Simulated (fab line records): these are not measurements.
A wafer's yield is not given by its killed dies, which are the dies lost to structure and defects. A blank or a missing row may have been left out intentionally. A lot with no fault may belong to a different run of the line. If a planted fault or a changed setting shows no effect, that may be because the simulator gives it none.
Comparing a struck lot with a sound one + flow nand harc + 13 steps out of a route of 1302
Sound: the wafers L253.2, L253.3, L253.6. Wafers struck: L260.4, L260.5, L260.6. The cause comes at the end.
At each step with rows: each side's tool, then ch and its chambers, then its first start. Under that, the readings that differ: sound wafers + struck wafers + difference of the means + sigmas: that difference in standard deviations of wafers without a fault.
alike: words and numbers the same on both sides, and readings whose means are apart by under 2 such deviations; not compared: readings that were withheld, readings missing a value for some wafer, numbers with overlapping values and no deviation given by the record, and bounds like >300 which may hide the same value.
Wherever a step has rows on one side only, a row that says differs or no value, or a row with sigmas, the two part there. Numbers that don't overlap but have no deviation are shown without sigmas and don't part them. A reading missing from all wafers of one side parts the sides only when that side holds two or more wafers.

first, 1 step without rows for these wafers: NHARC_P_M0_DEGAS_28 (time 60 s).
NHARC_P_M0_PRE_CLEAN_29: time 30 s.
  sound on pvd sputter-03; struck on pvd sputter-02
  alike: heater power w
NHARC_P_M0_PVD_20: deposits TaN, target thk 5 nm, time 8.06 s.
  sound on pvd sputter-03; struck on pvd sputter-02
  alike: cathode dc power W, throttle valve pct
NHARC_P_M0_PVD_21: deposits Cu, target thk 30 nm, time 20.49 s.
  sound on pvd sputter-03; struck on pvd sputter-02
  alike: cathode dc power W, throttle valve pct
then, 1 step without rows for these wafers: NHARC_P_M0_ECD_22 (material Cu, target thk 400 nm).
NHARC_P_M0_ANNEAL_30: time 90 s.
  sound on rtp anneal-02 ch 0, day 6 03:12; struck on rtp anneal-02 ch 0, day 9 02:40
  alike: wafer_temp_C_max
NHARC_P_M0_CMP_23: polishes, t overpolish 20 s, target thk 117.54 nm.
  sound on cmp-01 ch 0,3, day 6 03:30; struck on cmp-02 ch 0,1,3, day 9 02:54
  alike: motor current A, time to endpoint s
NHARC_P_M0_THK_MEAS_24: measures by xrf.
  struck on film metro-02, day 9 03:10; sound on film metro-02, day 6 03:49
  alike: thk nm
after that, 1 step had no rows for these wafers: NHARC_P_M0_SRD_25.
NHARC_P_M0_INSPECT_27:
  struck on defect inspect-01, day 9 03:19; sound on defect inspect-01, day 6 03:58
  alike: raw defect count
then, 1 step without rows for these wafers: NHARC_P_M0_PRE_CLEAN_31 (time 12 s).
NHARC_P_M0_DEP_32: deposits SiCN, target thk 30 nm.
  sound on pecvd-04 ch 0,1, day 6 04:07; struck on pecvd-04 ch 0,1,2, day 9 03:35
  no value came back on the struck wafers for chamber pressure Torr (Torr), heater power outer w (W), heater power w (W); on the sound wafers chamber pressure Torr (Torr) reads 3.001 3.003 2.993
then, 1 step without rows for these wafers: NHARC_P_M1_DEP_00 (deposits SiOC, target thk 182.5 nm).

WHERE THEY PART
Only at NHARC_P_M0_DEP_32, within this record.

WHY: what the simulator had put in
Step skipped in full: pecvd-04, at NHARC_P_M0_DEP_32, from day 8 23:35 onward. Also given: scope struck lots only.
